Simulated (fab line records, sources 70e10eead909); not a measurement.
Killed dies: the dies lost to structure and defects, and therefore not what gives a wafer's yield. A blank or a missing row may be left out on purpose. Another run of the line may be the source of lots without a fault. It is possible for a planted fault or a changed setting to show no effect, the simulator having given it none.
Which tool is to blame?    flow nand-harc    36 wafers from 12 lots sampled at 5 of the route's 1302 steps

## WHAT THE GAUGES READ, wafer by wafer
NHARC_END_SORT_01.
lot   measured      on         killed-at-array  killed-at-other  killed-at-periphery  killed-dies  killed-open  killed-short
L542  day 26 18:14  prober-02  70 79 78         2 0 3            3 2 1                75 81 82     4 4 5        2 0 1
L544  day 27 12:02  prober-02  69 69            3 2              5 3                  77 74        0 4          5 6
L546  day 28 13:14  prober-01  41 44            2 0              3 5                  46 49        3 4          6 2

## WHICH TOOL RAN EACH LOT (tool, then ch and the chambers of the sampled wafers, then the start)
lot   NHARC_P_ZERO_WELL_DESCUM_26         NHARC_P_ZERO_WELL_DESCUM_54         NHARC_P_STI_OXIDE_29                                            NHARC_P_STI_CMP_21
L535  rie-diel-08 ch 0,1, day 1 23:27     rie-diel-08 ch 0,1,3, day 2 02:43   furnace-01 ch 0, day 2 13:22                                    cmp-02 ch 0,1,3, day 3 21:31
L536  rie-diel-08 ch 0,2,3, day 2 08:46   rie-diel-04 ch 0,3, day 2 12:04     furnace-07 ch 0, day 2 17:41                                    cmp-01 ch 0,2,3, day 3 21:34
L539  rie-diel-08 ch 0,3, day 3 14:47     rie-diel-08 ch 0,1, day 3 17:57     furnace-07 ch 0, day 3 23:44                                    cmp-02 ch 1,2, day 5 05:34
L540  rie-diel-08 ch 0,1,2, day 4 00:39   rie-diel-07 ch 0,1, day 4 03:43     furnace-01 ch 0, day 4 09:41                                    cmp-03 ch 1,2,3, day 5 15:07
L541  rie-diel-04 ch 0,1, day 4 10:37     rie-diel-04 ch 0,1,2, day 4 13:55   furnace-07 ch 0, day 4 19:30                                    cmp-01 ch 2,3, day 6 05:14
L542  rie-diel-07 ch 1,2,3, day 4 20:37   rie-diel-04 ch 0,2,3, day 4 23:53   furnace-01 ch 0, day 5 05:12                                    cmp-03 ch 0,2,3, day 6 11:11
L544  rie-diel-08 ch 1,2,3, day 5 16:46   rie-diel-04 ch 0,1,2, day 5 19:47   furnace-07 ch 0, day 6 01:41                                    cmp-01 ch 0,2,3, day 7 09:50
L545  rie-diel-04 ch 1,2, day 6 02:30     rie-diel-08 ch 0,1, day 6 05:41     furnace-01 ch 0, day 6 13:08                                    cmp-01 ch 1,2, day 7 21:49
L546  rie-diel-07 ch 0,2,3, day 6 12:51   rie-diel-07 ch 0,1,3, day 6 15:53   furnace-01 ch 0, day 6 23:23                                    cmp-03 ch 1,2,3, day 8 10:28
L553  rie-diel-08 ch 1,2,3, day 9 10:39   rie-diel-04 ch 1,3, day 9 13:56     furnace-08 ch 0, day 9 20:55 and furnace-07 ch 0, day 10 02:23  cmp-03 ch 0,1,3, day 11 04:28
L557  rie-diel-08 ch 0,2,3, day 11 02:50  rie-diel-08 ch 0,1, day 11 05:58    furnace-08 ch 0, day 11 11:06                                   cmp-01 ch 1,2,3, day 12 19:25
L558  rie-diel-04 ch 0,3, day 11 12:48    rie-diel-08 ch 0,2,3, day 11 15:58  furnace-07 ch 0, day 11 21:34                                   cmp-03 ch 0,2, day 13 05:20
- NHARC_P_ZERO_WELL_DESCUM_26: chemistry O2, time 3 s.
- NHARC_P_ZERO_WELL_DESCUM_54: chemistry O2, time 3 s.
- NHARC_P_STI_OXIDE_29: material SiO2, target thk 10 nm, ox time 1362 s.
- NHARC_P_STI_CMP_21: polishes, t overpolish 20 s, target thk 380.67 nm.

## AS READ BY THE TOOLS THEMSELVES (means over the sampled wafers that have a number; for cases with no such wafer, the mark the record gives instead)
NHARC_P_ZERO_WELL_DESCUM_26.
lot   tool         drypump-motor-current-A (A)  oes-product-au (a.u.)  rf-vpp-V (V)  showerhead-plenum-p-Torr (Torr)  throttle-valve-pct (%)
L535  rie-diel-08  6.1                          0.991                  57.7          1.92                             11.316
L536  rie-diel-08  5.9                          1.005                  57.1          1.91                             11.312
L539  rie-diel-08  5.9                          1.007                  57.3          1.84                             11.314
L540  rie-diel-08  5.9                          1.007                  57.7          1.90                             11.306
L541  rie-diel-04  6.1                          1.004                  57.5          1.84                             11.310
L542  rie-diel-07  5.6                          0.990                  57.5          1.99                             11.302
L544  rie-diel-08  5.8                          1.003                  57.0          1.83                             11.308
L545  rie-diel-04  5.8                          1.000                  57.1          1.88                             11.305
L546  rie-diel-07  5.8                          0.993                  58.5          1.96                             11.312
L553  rie-diel-08  5.8                          1.003                  58.8          2.04                             11.308
L557  rie-diel-08  5.9                          1.003                  57.6          1.99                             11.309
L558  rie-diel-04  6.1                          1.010                  58.3          1.89                             11.312

NHARC_P_ZERO_WELL_DESCUM_54.
lot   tool         drypump-motor-current-A (A)  oes-product-au (a.u.)  rf-vpp-V (V)  showerhead-plenum-p-Torr (Torr)  throttle-valve-pct (%)
L535  rie-diel-08  6.0                          0.995                  58.1          1.85                             11.312
L536  rie-diel-04  6.2                          1.002                  58.5          1.86                             11.314
L539  rie-diel-08  6.1                          0.988                  57.5          1.91                             11.317
L540  rie-diel-07  6.0                          0.997                  57.6          1.90                             11.318
L541  rie-diel-04  5.9                          1.000                  57.4          1.85                             11.307
L542  rie-diel-04  6.0                          1.012                  57.3          1.86                             11.311
L544  rie-diel-04  5.9                          1.011                  57.5          1.84                             11.310
L545  rie-diel-08  6.0                          0.998                  58.4          1.84                             11.320
L546  rie-diel-07  5.7                          0.991                  58.2          1.93                             11.309
L553  rie-diel-04  6.1                          1.004                  57.5          1.92                             11.313
L557  rie-diel-08  6.1                          1.000                  58.6          1.99                             11.325
L558  rie-diel-08  5.9                          1.003                  58.2          1.99                             11.312

NHARC_P_STI_OXIDE_29.
lot   tool                   spike-tc-lower-C (C)  spike-tc-top-C (C)
L535  furnace-01             900.9                 913
L536  furnace-07             900.5                 906
L539  furnace-07             900.7                 908
L540  furnace-01             900.0                 912
L541  furnace-07             899.0                 907
L542  furnace-01             899.9                 912
L544  furnace-07             899.7                 907
L545  furnace-01             900.5                 914
L546  furnace-01             900.2                 913
L553  furnace-08/furnace-07  899.5                 912
L557  furnace-08             899.7                 916
L558  furnace-07             900.7                 907

NHARC_P_STI_CMP_21.
lot   tool    motor-current-A (A)  overpolish-run-s (s)
L535  cmp-02  11.8                 20.000
L536  cmp-01  11.6                 20.001
L539  cmp-02  11.5                 19.999
L540  cmp-03  10.8                 20.001
L541  cmp-01  12.0                 19.992
L542  cmp-03  12.2                 20.000
L544  cmp-01  11.6                 20.001
L545  cmp-01  12.1                 19.994
L546  cmp-03  11.1                 19.998
L553  cmp-03  11.5                 20.004
L557  cmp-01  11.7                 19.994
L558  cmp-03  12.8                 20.014

## THE ANSWER, worked out from the rows above alone
Rule: usual is defined by the lots themselves. The widest of any qualifying gaps counts: lots, ordered by their means at a reading, are off when they make up no more than a third of the lots, leave a main group of 4 or more, and stand apart from it by 3 or more times the standard deviation of that group's means. The tables above print the reading to a certain number of digits; a main group whose means all agree to those digits is not used. A lot without any number at a reading at which 4 lots or more have one is off too. The other lots that the step has rows for count as sound. First the gauges in route order, then the tools' own readings, where a lot's mean is used as printed above. The first step at which some lot is off is used, and at that step the reading that is off furthest; a lot without a number counts as furthest.
Nothing can be told from this: no lot is off at any reading shown.

## WHAT THE SIMULATOR HAD INSERTED
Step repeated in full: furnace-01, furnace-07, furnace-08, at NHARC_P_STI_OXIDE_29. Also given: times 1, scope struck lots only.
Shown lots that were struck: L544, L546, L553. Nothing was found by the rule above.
